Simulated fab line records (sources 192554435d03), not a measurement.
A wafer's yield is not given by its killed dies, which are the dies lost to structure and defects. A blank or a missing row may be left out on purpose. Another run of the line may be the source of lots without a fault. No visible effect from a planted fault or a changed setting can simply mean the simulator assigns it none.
Which of the tools did it? | flow n5 finfet | 10 lots, 30 wafers sampled, at 5 steps of a route of 1938

== WHAT EACH GAUGE READ, for each wafer ==
N5_PMOS_HMC_CHANNEL_EPI_INSPECT_30: inspects for defects (darkfield). Usual: raw defect count 20, standard deviation 6.8.
lot  | measured    | on                | raw defect count | flag
L944 | day 1 20:35 | defect inspect-01 | 27 12 20         |
L945 | day 2 03:35 | defect inspect-01 | 18 17 4          |
L948 | day 2 21:21 | defect inspect-01 | 18 20 20         |
L950 | day 3 09:05 | defect inspect-01 | 32 16 15         |
L951 | day 3 14:59 | defect inspect-02 | 28 13 19         |
L953 | day 4 01:59 | defect inspect-02 | 23 21 19         |
L958 | day 5 09:01 | defect inspect-02 | 16 26 19         |
L959 | day 5 14:47 | defect inspect-02 | 29 33 21         |
L962 | day 6 09:16 | defect inspect-02 | 23 16 19         |
L967 | day 7 14:24 | defect inspect-02 | 21 22 6          |

N5_BEOL_M4_RC_MEAS_101. Usual: DIBL_N 36.4 mV/V, standard deviation 1.5; DIBL_P 35.8 mV/V, standard deviation 1.7; IOFF_N 0.154 nA/um, standard deviation 0.022; IOFF_P 0.21 nA/um, standard deviation 0.031; ION_N 672 uA/um, standard deviation 8.8; ION_P 462 uA/um, standard deviation 7.2; SS_N 71.5 mV/dec, standard deviation 0.53; SS_P 73.2 mV/dec, standard deviation 0.62; VT_N 250.4 mV, standard deviation 2.5; VT_P -250 mV, standard deviation 3.5.
lot  | measured     | on        | DIBL_N (mV/V)  | DIBL_P (mV/V)  | IOFF_N (nA/um)    | IOFF_P (nA/um) | ION_N (uA/um) | ION_P (uA/um) | SS_N (mV/dec)  | SS_P (mV/dec)  | VT_N (mV)         | VT_P (mV)      | flag
L944 | day 7 23:47  | prober-02 | 34.1 34.6 33.9 | 33.9 33.9 33.5 | 0.133 0.134 0.132 | 0.19 0.19 0.19 | 656 662 662   | 460 461 458   | 71.0 71.0 71.2 | 72.6 72.5 71.9 | 250.9 250.6 251.0 | -253 -251 -251 |
L945 | day 8 03:09  | prober-01 | 37.2 38.6 37.5 | 36.9 38.1 36.5 | 0.157 0.177 0.162 | 0.24 0.26 0.23 | 676 668 657   | 464 462 459   | 71.4 71.9 71.5 | 73.3 73.2 73.3 | 248.2 253.6 249.9 | -248 -247 -248 |
L948 | day 8 09:25  | prober-01 | 37.4 35.8 36.6 | 38.2 36.6 37.7 | 0.182 0.152 0.165 | 0.22 0.19 0.20 | 675 682 667   | 460 459 455   | 72.1 71.3 71.5 | 73.6 73.2 73.8 | 249.3 250.6 246.8 | -251 -253 -253 |
L950 | day 10 03:44 | prober-02 | 35.8 37.2 34.5 | 34.9 35.7 32.1 | 0.147 0.163 0.117 | 0.19 0.20 0.15 | 674 664 665   | 461 451 455   | 71.3 71.9 70.4 | 73.1 73.2 72.1 | 252.0 250.3 254.7 | -252 -251 -255 |
L951 | day 10 07:44 | prober-02 | 36.9 35.0 33.3 | 35.8 32.7 30.2 | 0.173 0.126 0.109 | 0.23 0.18 0.15 | 685 672 667   | 470 463 459   | 71.2 71.3 70.4 | 73.4 73.2 71.5 | 246.9 252.6 251.0 | -246 -253 -253 |
L953 | day 11 06:26 | prober-01 | 37.1 35.9 34.3 | 36.8 35.9 34.1 | 0.153 0.133 0.112 | 0.19 0.18 0.16 | 664 659 663   | 449 456 458   | 71.8 71.8 71.4 | 73.2 73.1 72.6 | 253.2 252.5 255.3 | -255 -252 -252 |
L958 | day 12 03:29 | prober-01 | 34.0 36.8 38.0 | 32.8 36.6 38.7 | 0.113 0.164 0.192 | 0.14 0.19 0.22 | 661 675 672   | 452 455 452   | 70.9 72.1 72.7 | 72.7 72.6 73.5 | 255.3 250.1 247.2 | -260 -254 -254 |
L959 | day 12 19:08 | prober-01 | 35.9 34.9 35.6 | 36.6 36.3 36.3 | 0.159 0.158 0.160 | 0.20 0.21 0.20 | 665 678 676   | 456 465 460   | 72.0 70.8 71.3 | 73.6 73.4 73.5 | 249.8 247.3 253.7 | -255 -250 -251 |
L962 | day 12 23:16 | prober-01 | 35.4 38.2 38.8 | 35.9 39.0 39.3 | 0.148 0.212 0.219 | 0.21 0.28 0.29 | 682 695 686   | 465 480 467   | 70.6 71.5 71.9 | 73.6 73.9 73.8 | 249.6 244.6 246.8 | -249 -244 -241 |
L967 | day 14 10:36 | prober-02 | 36.9 37.7 37.4 | 35.3 36.1 35.3 | 0.148 0.170 0.148 | 0.20 0.21 0.19 | 680 679 672   | 458 459 461   | 70.7 72.0 71.9 | 72.9 73.4 72.2 | 251.6 249.5 249.1 | -250 -251 -251 |

== EACH LOT AND THE TOOL THAT RAN IT (in order: tool; ch and the chambers of the sampled wafers; start) ==
lot  | N5_PMOS_HMC_CHANNEL_EPI_EPI_26 | N5_FIN_SAQP_ALD_61               | N5_FIN_SAQP_PECVD_48
L944 | epi rpcvd-02 ch 0, day 1 20:19 | ald sin-04 ch 0,1,3, day 1 20:46 | pecvd-02 ch 0,2, day 1 21:21
L945 | epi rpcvd-02 ch 0, day 2 03:16 | ald sin-03 ch 0,1,3, day 2 03:43 | pecvd-03 ch 0,1,2, day 2 04:26
L948 | epi rpcvd-02 ch 0, day 2 20:58 | ald sin-04 ch 0,1,3, day 2 21:28 | pecvd-01 ch 1,2, day 2 22:19
L950 | epi rpcvd-01 ch 0, day 3 08:37 | ald sin-04 ch 0,2,3, day 3 09:31 | pecvd-01 ch 0,2, day 3 10:07
L951 | epi rpcvd-04 ch 0, day 3 14:17 | ald sin-02 ch 1,2,3, day 3 15:06 | pecvd-01 ch 0,2, day 3 15:43
L953 | epi rpcvd-04 ch 0, day 4 01:35 | ald sin-04 ch 0,2,3, day 4 02:06 | pecvd-03 ch 0,1, day 4 02:43
L958 | epi rpcvd-02 ch 0, day 5 08:38 | ald sin-04 ch 0,1,2, day 5 09:08 | pecvd-01 ch 0,2, day 5 09:47
L959 | epi rpcvd-01 ch 0, day 5 14:19 | ald sin-03 ch 0,2, day 5 15:11   | pecvd-02 ch 0,1,2, day 5 15:46
L962 | epi rpcvd-01 ch 0, day 6 09:00 | ald sin-04 ch 0,1, day 6 09:23   | pecvd-02 ch 0,1,2, day 6 10:07
L967 | epi rpcvd-04 ch 0, day 7 14:01 | ald sin-02 ch 2,3, day 7 14:31   | pecvd-02 ch 0,1, day 7 15:07
- N5_PMOS_HMC_CHANNEL_EPI_EPI_26: deposits Si from SiH4/H2, target thk 3.8 nm, time 22.7 s.
- N5_FIN_SAQP_ALD_61: deposits SiO2, target thk 4 nm, pulse time 1 s, purge time 2 s.
- N5_FIN_SAQP_PECVD_48: deposits SiNx from SiH4/NH3/N2, target thk 25 nm, time 22.1 s.

== AS READ BY THE TOOLS THEMSELVES (means over the sampled wafers that have a number; for cases with no such wafer, the mark the record gives instead) ==
N5_PMOS_HMC_CHANNEL_EPI_EPI_26. Usual: throttle valve pct 11.2 %, standard deviation 0.31.
lot  | tool         | throttle valve pct (%) | flag
L944 | epi rpcvd-02 | 10.8                   |
L945 | epi rpcvd-02 | 10.7                   |
L948 | epi rpcvd-02 | 10.9                   |
L950 | epi rpcvd-01 | 11.1                   |
L951 | epi rpcvd-04 | 11.6                   |
L953 | epi rpcvd-04 | 11.5                   |
L958 | epi rpcvd-02 | 10.7                   |
L959 | epi rpcvd-01 | 11.3                   |
L962 | epi rpcvd-01 | 11.4                   |
L967 | epi rpcvd-04 | 11.3                   |

N5_FIN_SAQP_ALD_61. Usual: heater power w 519 W, standard deviation 35; precursor pulse height rel 0.998, standard deviation 0.02.
lot  | tool       | heater power w (W) | precursor pulse height rel | flag
L944 | ald sin-04 | 545                | 0.980                      |
L945 | ald sin-03 | 469                | 0.999                      |
L948 | ald sin-04 | 546                | 0.995                      |
L950 | ald sin-04 | 540                | 1.005                      |
L951 | ald sin-02 | 515                | 0.987                      |
L953 | ald sin-04 | 539                | 0.994                      |
L958 | ald sin-04 | 540                | 1.012                      |
L959 | ald sin-03 | 473                | 1.004                      |
L962 | ald sin-04 | 539                | 0.991                      |
L967 | ald sin-02 | 498                | 1.001                      |

N5_FIN_SAQP_PECVD_48. Usual: heater power w 797 W, standard deviation 86; showerhead plenum p Torr 5.09 Torr, standard deviation 0.073; showerhead vpp V 1084 V, standard deviation 44; throttle valve pct 39.7 %, standard deviation 1.3.
lot  | tool     | heater power w (W) | showerhead plenum p Torr (Torr) | showerhead vpp V (V) | throttle valve pct (%) | flag
L944 | pecvd-02 | 894                | 5.11                            | 1055                 | 39.4                   |
L945 | pecvd-03 | 824                | 5.13                            | 1123                 | 39.4                   |
L948 | pecvd-01 | 750                | 5.05                            | 1017                 | 39.1                   |
L950 | pecvd-01 | 722                | 5.03                            | 1094                 | 40.0                   |
L951 | pecvd-01 | 753                | 5.03                            | 1089                 | 40.0                   |
L953 | pecvd-03 | 768                | 5.14                            | 1129                 | 40.1                   |
L958 | pecvd-01 | 672                | 4.99                            | 1083                 | 40.4                   |
L959 | pecvd-02 | 846                | 5.13                            | 1073                 | 39.4                   |
L962 | pecvd-02 | 899                | 5.13                            | 1084                 | 39.5                   |
L967 | pecvd-02 | 927                | 5.14                            | 1102                 | 40.7                   |

== THE ANSWER, worked out from the rows above alone ==
Rule: take the mean of a lot's wafers that have a number; if it is more than 3 standard deviations from the usual mean, the lot is off. A lot without any number at a reading at which 4 lots or more have one is off too. The other lots that the step has rows for count as sound. Order of review: gauges by route order, followed by the tools' own readings, for which a lot's mean as printed above is used. The first step at which some lot is off is used, and at that step the reading that is off furthest; a lot without a number counts as furthest.
None of the lots is off at any reading shown; this tells nothing.

== WHAT HAD BEEN PUT IN BY THE SIMULATOR ==
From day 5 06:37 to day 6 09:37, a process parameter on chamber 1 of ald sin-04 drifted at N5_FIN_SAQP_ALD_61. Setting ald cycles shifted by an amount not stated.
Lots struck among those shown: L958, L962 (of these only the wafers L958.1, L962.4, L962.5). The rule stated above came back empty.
